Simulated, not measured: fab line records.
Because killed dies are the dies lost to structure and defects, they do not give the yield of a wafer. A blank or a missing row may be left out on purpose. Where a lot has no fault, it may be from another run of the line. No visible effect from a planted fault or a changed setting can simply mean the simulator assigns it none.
fab line records ; flow nand-harc
record: lots: 5; wafers: 15; last-day: 32
route steps=1302 shown P_GATE@170
lots with no fault: from the same line, run without faults
start-h: hours from the record's opening day to when the first of the lot's shown wafers began ; wait-h: time in hours since the lot's previous step ; " the same as in the row above ; L1.1+2: a row that stands for several wafers ; - either no value or no given start ; * or withheld: withheld ; < > ~ a bound
route shown NAME@n: names a module that has steps shown in the file, with the first one's number in the route ; usual: mean/standard deviation taken from wafers without a fault ; same: alike in all rows ; chamber/n: place in a boat ; sites: the reading at each site ; _std_site: their standard deviation ; _edge_site: the outer-site mean with the inner-site mean subtracted ; radius-mm: for every site, how far away it sits from the centre of the wafer ; mask NAME#n: copy n ; behind: the most recent tool/chamber to have shaped the wafer ; hold: reason for holding the lot/hours on hold/outcome of the hold ; device: the transistor (n, p or np) that didn't switch ; end of line: tests of these same wafers at the route's end ; a step without rows: its recipe alone ; killed: at the first sort, the dies lost to defects and structure; wafer yield is something else ; map: a wafer's dies, marking killed ones x, the rest . and places with no die _
set.NAME: the setting as run; set.NAME@STEP: as run at that earlier step ; model.NAME: the simulator's own value behind a step, which no gauge read
lots at some steps of the route; a table a step, a row a wafer
services: from which hour (start-h, from the record's first day; less than 0 if before it) a tool's chamber was out of use, for how many hours, and why
== steps ==
step: NHARC_P_GATE_CD_MEAS_46
recipe: target-cd-nm: 720; landing-energy-ev: 500
usual: cd-nm: 720.2/1.5
lot.wafer;tool;chamber;start-h;wait-h;cd-nm
L865.2;cd-sem-03;0;140.19;-;720.1
L865.3;cd-sem-03;0;140.19;-;718.7
L865.6;cd-sem-03;0;140.19;-;720.1
L876.2;cd-sem-03;0;256.54;-;722.3
L876.3;cd-sem-03;0;256.54;-;722.2
L876.4;cd-sem-03;0;256.54;-;720.4
L878.3;cd-sem-03;0;256.81;-;719.0
L878.4;cd-sem-03;0;256.81;-;721.2
L878.5;cd-sem-03;0;256.81;-;721.5
L877.2;cd-sem-02;0;256.85;-;721.9
L877.3;cd-sem-02;0;256.85;-;722.3
L877.4;cd-sem-02;0;256.85;-;721.6
L883.1;cd-sem-03;0;302.15;-;722.6
L883.5;cd-sem-03;0;302.15;-;720.5
L883.6;cd-sem-03;0;302.15;-;719.5
step: NHARC_P_GATE_HARDBAKE_47
recipe: temp-c: 125; time-s: 80
step: NHARC_P_GATE_DESCUM_48
recipe: time-s: 3; o2-flow-sccm: 200; ar-flow-sccm: 0; bias-power-w: 0; chemistry: O2
usual: drypump-motor-current-A: 5.7/0.43; oes-product-au: 0.997/0.0072; rf-vpp-V: 57.8/0.89; showerhead-plenum-p-Torr: 1.94/0.071; throttle-valve-pct: 11.311/0.009
lot.wafer;tool;chamber;start-h;wait-h;drypump-motor-current-A;oes-product-au;rf-hours-counter-h;rf-vpp-V;showerhead-plenum-p-Torr;throttle-valve-pct
L865.3;rie-diel-07;3;140.35;-;5.8;1.004;0;58.1;2.01;11.320
L865.2;rie-diel-07;0;140.35;-;6.3;1.005;0;56.7;1.82;11.300
L865.6;rie-diel-07;3;140.35;-;5.8;1.000;-;59.5;2.01;11.331
L876.4;rie-diel-07;1;256.70;-;6.1;0.998;7;57.9;1.87;11.316
L876.2;rie-diel-07;3;256.70;-;5.8;1.003;9;57.9;2.01;11.298
L876.3;rie-diel-07;0;256.70;-;6.3;0.999;10;59.3;1.81;11.306
L878.3;rie-diel-13;1;256.99;-;5.4;0.991;5;58.5;2.05;11.323
L878.4;rie-diel-13;2;256.99;-;5.1;1.007;6;58.0;2.00;11.317
L878.5;rie-diel-13;3;256.99;-;5.8;1.001;-;58.7;1.99;11.307
L877.3;rie-diel-10;3;257.00;-;5.6;0.995;0;57.7;1.97;11.313
L877.2;rie-diel-10;0;257.00;-;5.5;0.990;0;57.8;1.94;11.314
L877.4;rie-diel-10;2;257.00;-;6.1;0.992;0;58.6;2.04;11.320
L883.1;rie-diel-13;0;302.35;-;6.1;1.001;8;57.4;1.93;11.316
L883.5;rie-diel-13;1;302.35;-;5.5;0.999;-;58.8;2.05;11.307
L883.6;rie-diel-13;2;302.35;-;5.1;1.004;-;58.1;1.99;11.319
step: NHARC_P_GATE_IMPLANT_49
recipe: energy-kev: 30; dose-cm2: 3e+15; tilt-deg: 7
step: NHARC_P_GATE_STRIP_111
recipe: power-w: 1500; temp-c: 110; time-s: 250; chemistry: N2/H2
usual: drypump-motor-current-A: 5.8/0.33; heater-power-w: 94/11
lot.wafer;tool;chamber;start-h;wait-h;drypump-motor-current-A;heater-power-w;rf-hours-counter-h
L865.2;plasma-asher-02;1;140.93;0.4;5.8;111;11
L865.3;plasma-asher-02;0;140.93;0.4;5.7;87;-
L865.6;plasma-asher-02;1;140.93;0.4;5.8;110;-
L876.2;plasma-asher-01;1;257.25;0.3;6.3;80;19
L876.3;plasma-asher-01;1;257.25;0.3;6.3;85;-
L876.4;plasma-asher-01;0;257.25;0.3;5.4;89;-
L878.4;plasma-asher-01;1;257.71;0.5;6.3;82;-
L878.3;plasma-asher-01;0;257.71;0.5;5.4;86;-
L878.5;plasma-asher-01;1;257.71;0.5;6.3;81;-
L877.2;plasma-asher-01;1;257.98;0.7;6.3;82;20
L877.3;plasma-asher-01;1;257.98;0.7;6.3;80;-
L877.4;plasma-asher-01;0;257.98;0.7;5.4;88;-
L883.1;plasma-asher-02;1;302.68;0.2;5.8;111;8
L883.5;plasma-asher-02;1;302.68;0.2;5.8;110;-
L883.6;plasma-asher-02;0;302.68;0.2;5.7;94;-
step: NHARC_P_GATE_STRIP_75
recipe: power-w: 1500; temp-c: 250; chemistry: O2
usual: drypump-motor-current-A: 5.8/0.33; heater-power-w: 354/42
lot.wafer;tool;chamber;start-h;wait-h;drypump-motor-current-A;heater-power-w;rf-hours-counter-h
L865.2;plasma-asher-02;1;141.19;0.2;5.8;418;11
L865.3;plasma-asher-02;0;141.19;0.2;5.7;341;-
L865.6;plasma-asher-02;1;141.19;0.2;5.8;409;-
L876.2;plasma-asher-01;1;257.55;0.2;6.4;304;19
L876.3;plasma-asher-01;1;257.55;0.2;6.3;308;-
L876.4;plasma-asher-01;0;257.55;0.2;5.4;333;-
L878.4;plasma-asher-01;1;257.94;0.2;6.3;301;-
L878.3;plasma-asher-01;0;257.94;0.2;5.4;334;-
L878.5;plasma-asher-01;1;257.94;0.2;6.3;305;-
L877.2;plasma-asher-01;1;258.28;0.2;6.3;306;20
L877.3;plasma-asher-01;1;258.28;0.2;6.3;300;-
L877.4;plasma-asher-01;0;258.28;0.2;5.4;342;-
L883.1;plasma-asher-02;1;302.99;0.3;5.8;419;8
L883.5;plasma-asher-02;1;302.99;0.3;5.8;419;-
L883.6;plasma-asher-02;0;302.99;0.3;5.7;350;-
step: NHARC_P_GATE_STRIP_50
recipe: time-s: 900; temp-c: 130; chemistry: SPM
step: NHARC_P_GATE_DEHYDRATE_51
recipe: temp-c: 150; time-s: 120
step: NHARC_P_GATE_HMDS_52
recipe: time-s: 30
step: NHARC_P_GATE_COAT_53
recipe: spin-rpm: 3000
step: NHARC_P_GATE_SOFTBAKE_54
recipe: temp-c: 122; time-s: 95
step: NHARC_P_GATE_EBR_55
step: NHARC_P_GATE_EXPOSE_56
recipe: na: 0.6; target-cd-nm: 720; dose-mj: 14.81; mask-id: P_PSD
lot.wafer;tool;chamber;start-h;wait-h;mask
L865.2+3+6;krf-scanner-03;0;141.83;-;P_HVN#0
L876.2+3+4;krf-scanner-03;0;258.32;-;P_PSD#0
L878.3+4+5;krf-scanner-02;0;258.69;-;P_PSD#0
L877.2+3+4;krf-scanner-04;0;259.05;-;P_PSD#0
L883.1+5+6;krf-scanner-04;0;303.76;-;P_PSD#0
step: NHARC_P_GATE_PEB_57
recipe: peb-temp-c: 118; peb-time-s: 85
step: NHARC_P_GATE_DEVELOP_58
recipe: time-s: 70
step: NHARC_P_GATE_CD_MEAS_59
recipe: target-cd-nm: 720; landing-energy-ev: 500
usual: cd-nm: 719.8/1.4
lot.wafer;tool;chamber;start-h;wait-h;cd-nm
L865.2;cd-sem-03;0;141.98;-;-
L865.3;cd-sem-03;0;141.98;-;-
L865.6;cd-sem-03;0;141.98;-;-
L876.2;cd-sem-02;0;258.48;-;719.4
L876.3;cd-sem-02;0;258.48;-;718.6
L876.4;cd-sem-02;0;258.48;-;718.7
L878.3;cd-sem-02;0;258.84;-;721.8
L878.4;cd-sem-02;0;258.84;-;718.9
L878.5;cd-sem-02;0;258.84;-;720.3
L877.2;cd-sem-03;0;259.20;-;719.9
L877.3;cd-sem-03;0;259.20;-;720.4
L877.4;cd-sem-03;0;259.20;-;721.6
L883.1;cd-sem-01;0;303.91;-;718.9
L883.5;cd-sem-01;0;303.91;-;717.8
L883.6;cd-sem-01;0;303.91;-;717.1
step: NHARC_P_GATE_HARDBAKE_60
recipe: temp-c: 125; time-s: 80
== services ==
tool;chamber;start-h;hours;kind
rie-diel-07;-;117.20;9.0;pm
rie-diel-10;2;132.29;2.6;repair
plasma-asher-01;-;134.91;9.2;repair
krf-scanner-04;-;161.83;2.0;repair
plasma-asher-01;-;165.00;9.0;pm
plasma-asher-01;0;165.00;9.0;vent-cycle
plasma-asher-01;1;165.00;9.0;vent-cycle
rie-diel-13;-;165.05;9.0;pm
krf-scanner-04;-;182.00;4.0;pm
krf-scanner-03;-;184.27;35.9;repair
plasma-asher-02;-;196.08;9.7;repair
rie-diel-13;1;211.78;4.5;repair
plasma-asher-01;-;212.67;0.5;repair
krf-scanner-03;-;224.00;4.0;pm
rie-diel-13;-;224.48;1.4;repair
rie-diel-07;1;241.12;4.1;repair
rie-diel-10;-;242.50;9.0;pm
plasma-asher-02;-;249.23;9.0;pm
rie-diel-10;-;261.09;1.0;repair
krf-scanner-02;-;266.00;4.0;pm
krf-scanner-03;-;269.46;1.4;repair
rie-diel-07;-;271.60;0.8;repair
plasma-asher-02;-;277.03;2.8;repair
rie-diel-07;-;294.20;9.0;pm
== key ==
first-sign: step: NHARC_P_GATE_EXPOSE_56; reading: mask; direction: changed
effect: step: NHARC_P_GATE_CD_MEAS_59; reading: cd-nm; direction: missing
met-at NHARC_P_GATE_EXPOSE_56
struck-wafers L865.2,L865.3,L865.6
later-rows-left-out L865.2,L865.3,L865.6
sort-left-out L865.2,L865.3,L865.6
tester-left-out L865
fault: kind: wrong-mask; tool: any; chamber: -; onset-h: 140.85; steps: NHARC_P_GATE_EXPOSE_56; aux-copy: P_HVN#0; scope: struck-lots-only
tester-left-out: of these lots the tester's yield and bins aren't shown, on N5 and GAA mostly nor the transistor test; their killed dies are dies lost to structure and defects alone, not to doping, threshold or leakage, so they don't give the yield
sort-left-out: the simulated sort isn't trusted on such a fault, so these wafers' sort isn't shown, and their yield isn't known
later-rows-left-out: the simulator's readings of these wafers behind a module that went badly wrong aren't trusted and aren't shown, but for the sort
